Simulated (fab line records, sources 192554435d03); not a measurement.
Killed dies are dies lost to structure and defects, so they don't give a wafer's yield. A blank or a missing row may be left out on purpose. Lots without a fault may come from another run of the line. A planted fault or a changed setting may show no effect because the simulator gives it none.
Chamber matching | flow n5_finfet | N5_BEOL_M8_DEP_56 on pecvd-02: 3 sister chambers
The step deposits SiCN from 3MS/NH3, target thk 10 nm, time 17.5 s. 16 wafers are shown with their chamber, then 8 later ones without.

WAFERS WITH THEIR CHAMBER
wafer  | chamber | showerhead_vpp_V (V) | throttle_valve_pct (%) | showerhead_plenum_p_Torr (Torr)
L074.4 | 1       | 875                  | 10.0                   | 3.657
L074.5 | 0       | 957                  | 9.4                    | 3.689
L074.6 | 2       | 868                  | 8.6                    | 3.666
L079.1 | 1       | 870                  | 10.2                   | 3.670
L079.4 | 1       | 865                  | 10.1                   | 3.666
L079.5 | 2       | 869                  | 8.6                    | 3.655
L081.2 | 0       | 953                  | 9.4                    | 3.675
L081.3 | 2       | 878                  | 8.6                    | 3.658
L081.6 | 2       | 867                  | 8.7                    | 3.657
L085.1 | 2       | 855                  | 8.8                    | 3.674
L085.4 | 2       | 866                  | 8.8                    | 3.663
L085.5 | 0       | 947                  | 9.4                    | 3.689
L091.3 | 0       | 979                  | 9.7                    | 3.681
L091.4 | 1       | 864                  | 10.2                   | 3.663
L091.5 | 0       | 956                  | 9.8                    | 3.681
L093.1 | 1       | 857                  | 10.0                   | 3.655

SIGNATURES (means of the wafers above)
reading                  | chamber 0 | chamber 1 | chamber 2 | scatter within a chamber
showerhead_vpp_V         | 958.40    | 866.20    | 867.17    | 8.97
throttle_valve_pct       | 9.540     | 10.100    | 8.683     | 0.136
showerhead_plenum_p_Torr | 3.68300   | 3.66220   | 3.66217   | 0.0065
Rule: a wafer's distance from a chamber is the root of the sum, over the readings, of the square of ((its reading less the chamber's mean) divided by the reading's scatter). The wafer belongs to the nearest chamber; if the next one is less than 2 further off, it can't be placed. The scatter: the root of (the sum of the squares of (reading less its chamber's mean) over the shown wafers, divided by (wafers less chambers)).

WAFERS WITHOUT THEIR CHAMBER
wafer  | showerhead_vpp_V (V) | throttle_valve_pct (%) | showerhead_plenum_p_Torr (Torr)
L093.4 | 856                  | 8.8                    | 3.659
L093.5 | 875                  | 10.4                   | 3.657
L094.1 | 870                  | 10.1                   | 3.656
L094.2 | 860                  | 8.8                    | 3.661
L094.4 | 871                  | 10.1                   | 3.669
L096.3 | 868                  | 9.8                    | 3.651
L096.4 | 865                  | 9.8                    | 3.656
L096.5 | 856                  | 9.7                    | 3.660

WHICH CHAMBER EACH WENT THROUGH
wafer  | from the rows above | in truth
L093.4 | 2                   | 2
L093.5 | 1                   | 1
L094.1 | 1                   | 1
L094.2 | 2                   | 2
L094.4 | 1                   | 1
L096.3 | 1                   | 1
L096.4 | 1                   | 1
L096.5 | 1                   | 1
Placed correctly: 8 of 8. Can't be placed from these rows: 0. Placed wrongly: 0.
